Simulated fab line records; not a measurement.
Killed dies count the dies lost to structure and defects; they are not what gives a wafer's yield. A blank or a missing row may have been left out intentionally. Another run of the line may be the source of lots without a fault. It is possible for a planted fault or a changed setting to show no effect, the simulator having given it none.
Chamber matching / flow nand-harc / rie-diel-03 running NHARC_A_STAIRCASE_TRIM_12: 4 sister chambers
The step chemistry O2, time 211.2 s. 14 wafers are shown with their chamber, then 6 later ones without.

== WAFERS PAIRED WITH THEIR CHAMBERS ==
wafer=L596.1; chamber=1; showerhead-plenum-p-Torr (Torr)=3.53; drypump-motor-current-A (A)=5.4; run-length-s (s)=231.8
wafer=L596.2; chamber=2; showerhead-plenum-p-Torr (Torr)=3.37; drypump-motor-current-A (A)=6.1; run-length-s (s)=232.2
wafer=L596.6; chamber=2; showerhead-plenum-p-Torr (Torr)=3.37; drypump-motor-current-A (A)=6.1; run-length-s (s)=232.3
wafer=L597.1; chamber=1; showerhead-plenum-p-Torr (Torr)=3.53; drypump-motor-current-A (A)=5.4; run-length-s (s)=232.4
wafer=L597.3; chamber=2; showerhead-plenum-p-Torr (Torr)=3.37; drypump-motor-current-A (A)=6.0; run-length-s (s)=232.1
wafer=L597.4; chamber=3; showerhead-plenum-p-Torr (Torr)=3.52; drypump-motor-current-A (A)=5.5; run-length-s (s)=232.7
wafer=L599.3; chamber=0; showerhead-plenum-p-Torr (Torr)=3.43; drypump-motor-current-A (A)=5.8; run-length-s (s)=232.0
wafer=L599.4; chamber=2; showerhead-plenum-p-Torr (Torr)=3.37; drypump-motor-current-A (A)=6.1; run-length-s (s)=232.4
wafer=L599.6; chamber=3; showerhead-plenum-p-Torr (Torr)=3.52; drypump-motor-current-A (A)=5.5; run-length-s (s)=232.5
wafer=L602.2; chamber=2; showerhead-plenum-p-Torr (Torr)=3.36; drypump-motor-current-A (A)=6.1; run-length-s (s)=232.6
wafer=L602.3; chamber=0; showerhead-plenum-p-Torr (Torr)=3.43; drypump-motor-current-A (A)=5.8; run-length-s (s)=232.4
wafer=L602.5; chamber=1; showerhead-plenum-p-Torr (Torr)=3.52; drypump-motor-current-A (A)=5.4; run-length-s (s)=232.1
wafer=L603.1; chamber=0; showerhead-plenum-p-Torr (Torr)=3.43; drypump-motor-current-A (A)=5.8; run-length-s (s)=232.1
wafer=L603.3; chamber=3; showerhead-plenum-p-Torr (Torr)=3.51; drypump-motor-current-A (A)=5.6; run-length-s (s)=232.6

SIGNATURES, as means of the wafers listed above
reading=showerhead-plenum-p-Torr; chamber 0=3.4300; chamber 1=3.5267; chamber 2=3.3680; chamber 3=3.5167; scatter within a chamber=0.00462
reading=drypump-motor-current-A; chamber 0=5.800; chamber 1=5.400; chamber 2=6.080; chamber 3=5.533; scatter within a chamber=0.0383
reading=run-length-s; chamber 0=232.167; chamber 1=232.100; chamber 2=232.320; chamber 3=232.600; scatter within a chamber=0.208
Rule: for a wafer and a chamber, the distance is found by dividing, reading by reading, the gap between the wafer's reading and the chamber's mean by the reading's scatter, squaring, summing and taking the root. The wafer belongs to the nearest chamber; if the next one is less than 2 further off, it can't be placed. The scatter is the square root of a quotient: the sum, over the shown wafers, of each reading's squared deviation from its chamber's mean, divided by wafers minus chambers.

== WAFERS MISSING THEIR CHAMBER ==
wafer=L603.5; showerhead-plenum-p-Torr (Torr)=3.52; drypump-motor-current-A (A)=5.4; run-length-s (s)=232.0
wafer=L608.1; showerhead-plenum-p-Torr (Torr)=3.35; drypump-motor-current-A (A)=6.0; run-length-s (s)=232.6
wafer=L608.2; showerhead-plenum-p-Torr (Torr)=3.50; drypump-motor-current-A (A)=5.6; run-length-s (s)=232.8
wafer=L608.4; showerhead-plenum-p-Torr (Torr)=3.42; drypump-motor-current-A (A)=5.8; run-length-s (s)=232.0
wafer=L610.2; showerhead-plenum-p-Torr (Torr)=3.35; drypump-motor-current-A (A)=6.1; run-length-s (s)=232.3
wafer=L612.2; showerhead-plenum-p-Torr (Torr)=3.35; drypump-motor-current-A (A)=6.1; run-length-s (s)=232.4

== EACH ONE'S CHAMBER ==
wafer=L603.5; from the rows above=1; in truth=1
wafer=L608.1; from the rows above=2; in truth=2
wafer=L608.2; from the rows above=3; in truth=3
wafer=L608.4; from the rows above=0; in truth=0
wafer=L610.2; from the rows above=2; in truth=2
wafer=L612.2; from the rows above=2; in truth=2
Correctly placed: 6 of 6. From these rows, 0 cannot be placed. 0 placed wrongly.
